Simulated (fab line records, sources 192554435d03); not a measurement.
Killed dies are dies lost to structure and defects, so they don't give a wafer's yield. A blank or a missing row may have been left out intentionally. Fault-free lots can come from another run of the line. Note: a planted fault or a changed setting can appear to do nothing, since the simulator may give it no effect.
Problem report in the 8D (eight disciplines) form, filled by code | flow n5-finfet | the parts of the form that need people (team, actions taken, sign-off) are left out

== 1. THE ISSUE ==
cf4-flow-sccm at N5_HKMG_FIN_ETCH_54 reads a mean of 69.83 sccm on 4 wafers of 2 lots; wafers without a fault read 100.00 sccm with a standard deviation of 0.29. That is -99 or more standard deviations from the usual mean.
The step: etches SiARC in CF4, target depth 45.5 nm, time 75.8 s.
First observed at day 8 05:20: wafer L227.2, on rie-diel-03. Wafers with a number at this step in the record: 18, from 6 lots. By rule, "out" or "out of limits" means more than 4 standard deviations away from the usual mean. All remaining wafers that have a number are taken as sound.

== 2. WHAT IT IS; WHAT IT IS NOT ==
question                    | is                                | is not
which readings at this step | cf4-flow-sccm, throttle-valve-pct | drypump-motor-current-A, etch-rf-on-time-s, oes-product-au, rf-vpp-V
which lots                  | L227, L228                        | L210, L214, L221, L230
which wafers of those lots  | L227.2, L227.6, L228.4, L228.6    | L227.1, L228.1
read on which tools         | rie-diel-03                       | rie-diel-01, rie-diel-04
when                        | from day 8 05:20                  | up to then (10 sound wafers); but 4 sound wafers of L228, L230 came after

== 3. SUSPECTS, AND WHAT RULES EACH OUT ==
Counting: if a tool at a process step up to the reading ran every lot that is out, it stays a suspect. Sound lots after the first of them don't rule it out here, since some wafers of a struck lot are sound.
- rie-diel-03 at N5_HKMG_FIN_DESCUM_53 (chemistry O2, time 7.9 s): kept. Every lot that is out went through it, the first being L227 (day 8 05:18); the last sound lot it ran before that was L210 (day 3 21:55).
- rie-diel-03 at N5_HKMG_FIN_ETCH_54 (etches SiARC in CF4, target depth 45.5 nm, time 75.8 s): kept. Every lot that is out went through it, the first being L227 (day 8 05:20); the last sound lot it ran before that was L210 (day 3 21:56). On those wafers its own readings are out: cf4-flow-sccm, throttle-valve-pct.
- At N5_HKMG_FIN_DESCUM_53, inside rie-diel-03: chamber 0 took the wafers that are out, while their sound lot-mates went through chambers 1, 3.
- At N5_HKMG_FIN_ETCH_54, inside rie-diel-03: chamber 0 took the wafers that are out, while their sound lot-mates went through chambers 1, 3.
What counting leaves: rie-diel-03 at N5_HKMG_FIN_DESCUM_53 and rie-diel-03 at N5_HKMG_FIN_ETCH_54.

== 4. THE CAUSE (what the simulator had put in) ==
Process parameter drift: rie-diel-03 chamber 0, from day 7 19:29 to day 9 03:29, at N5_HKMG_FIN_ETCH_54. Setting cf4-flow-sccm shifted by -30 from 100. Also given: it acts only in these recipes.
2 suspects survive the count, and this tool is in that group.

== 5. SEQUENCE OF EFFECTS, ordered by route ==
Each row: a reading where the mean over the struck wafers with a number is more than 3 standard deviations away from the usual. Readings are gone through only where the record gives a usual standard deviation; hours: the median, over the lots, of the time from a lot's start at the first step in this table giving one to that lot's start at this step; sigmas: the change measured in usual standard deviations.
hours | step                | reading                  | usual       | on struck wafers | change | sigmas
0     | N5_HKMG_FIN_ETCH_54 | cf4-flow-sccm            | 100.00 sccm | 69.83            | -30.17 | -99 or more
0     | N5_HKMG_FIN_ETCH_54 | showerhead-plenum-p-Torr | 2.14 Torr   | 1.90             | -0.24  | -3.8
0     | N5_HKMG_FIN_ETCH_54 | throttle-valve-pct       | 15.67 %     | 14.39            | -1.28  | -8.5
Here are the process steps it includes:
- N5_HKMG_FIN_ETCH_54: etches SiARC in CF4, target depth 45.5 nm, time 75.8 s.
At these later measuring or inspecting steps, every struck wafer for which the step has a row has a number for every such reading, and none has moved that far: N5_BEOL_M4_RC_MEAS_101.

== 6. WHAT WOULD HAVE CAUGHT IT SOONER ==
10 hours passed between the start of the fault at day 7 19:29 and the first reading out of limits in this record, taken at day 8 05:20.
